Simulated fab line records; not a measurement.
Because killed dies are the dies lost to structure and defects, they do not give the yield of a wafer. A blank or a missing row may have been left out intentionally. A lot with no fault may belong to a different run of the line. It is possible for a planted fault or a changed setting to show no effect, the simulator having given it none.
2 desks, one fault | flow n5Finfet | only its own numbers are on each desk; what lay behind them is given at the end

== TOOL OWNER'S DESK, rieDiel-06 ==
The tool's own readings at N5_MOL_CONTACT_COAG_ETCH_15 (etches SiNx in CH3F/O2, stops on Si:P, target depth 7 nm): means of the sampled wafers that have a number, for each lot that ran on this tool. If a lot's mean is further than 4 standard deviations from the usual mean, the lot is out of limits and carries the mark OUT (the distance appears in the brackets).
Columns: A = chamberPressureMTorr at N5_MOL_CONTACT_COAG_ETCH_15, usual 29.998 mTorr; B = drypumpMotorCurrentA at N5_MOL_CONTACT_COAG_ETCH_15, usual 5.9 A; C = oesProductAu at N5_MOL_CONTACT_COAG_ETCH_15, usual 0.62 a.u.; D = rfVppV at N5_MOL_CONTACT_COAG_ETCH_15, usual 299 V; E = showerheadPlenumPTorr at N5_MOL_CONTACT_COAG_ETCH_15, usual 2.03 Torr; F = throttleValvePct at N5_MOL_CONTACT_COAG_ETCH_15, usual 16.36 %
lot  | first seen here | A      | B   | C    | D   | E    | F
L640 | day 5 21:17     | 29.999 | 6.0 | 0.61 | 296 | 2.06 | 16.06
L650 | day 8 06:38     | 29.959 | 6.4 | 0.57 | 296 | 2.12 | 15.89
L652 | day 9 00:21     | 29.997 | 5.7 | 0.58 | 297 | 2.04 | 16.31
L655 | day 9 11:12     | 29.986 | 5.4 | 0.54 | 294 | 1.97 | 16.39
Result from this desk: across the 4 lots, nothing is out of limits.

== FROM THE METROLOGY DESK ==
What the gauges read for every lot (on any tool): the sampled wafers with a number, averaged. If a lot's mean is further than 4 standard deviations from the usual mean, the lot is out of limits and carries the mark OUT (the distance appears in the brackets). It has 10 readings; the 7 that lie furthest out on some lot are the ones shown.
Columns: A = DIBL_N at N5_BEOL_M4_RC_MEAS_101, usual 37.2 mV/V; B = DIBL_P at N5_BEOL_M4_RC_MEAS_101, usual 37.5 mV/V; C = IOFF_N at N5_BEOL_M4_RC_MEAS_101, usual 0.17 nA/um; D = ION_N at N5_BEOL_M4_RC_MEAS_101, usual 681 uA/um; E = ION_P at N5_BEOL_M4_RC_MEAS_101, usual 469 uA/um; F = SS_P at N5_BEOL_M4_RC_MEAS_101, usual 73.6 mV/dec; G = VT_N at N5_BEOL_M4_RC_MEAS_101, usual 249 mV
lot  | first seen here | A    | B    | C    | D   | E   | F    | G
L640 | day 8 21:40     | 37.8 | 37.9 | 0.18 | 689 | 483 | 74.3 | 247
L650 | day 11 14:19    | 36.7 | 35.8 | 0.16 | 682 | 469 | 73.7 | 252
L652 | day 11 23:38    | 38.9 | 37.7 | 0.21 | 690 | 472 | 74.2 | 244
L655 | day 12 23:53    | 39.6 | 40.8 | 0.24 | 701 | 474 | 74.3 | 244
L656 | day 13 03:11    | 37.6 | 39.5 | 0.19 | 689 | 470 | 74.2 | 247
Result from this desk: across the 5 lots, nothing is out of limits.

== TAKEN TOGETHER ==
The tool owner's desk saw nothing out of limits.
The metrology desk saw nothing out of limits.

== WHAT THE SIMULATOR HAD PUT IN ==
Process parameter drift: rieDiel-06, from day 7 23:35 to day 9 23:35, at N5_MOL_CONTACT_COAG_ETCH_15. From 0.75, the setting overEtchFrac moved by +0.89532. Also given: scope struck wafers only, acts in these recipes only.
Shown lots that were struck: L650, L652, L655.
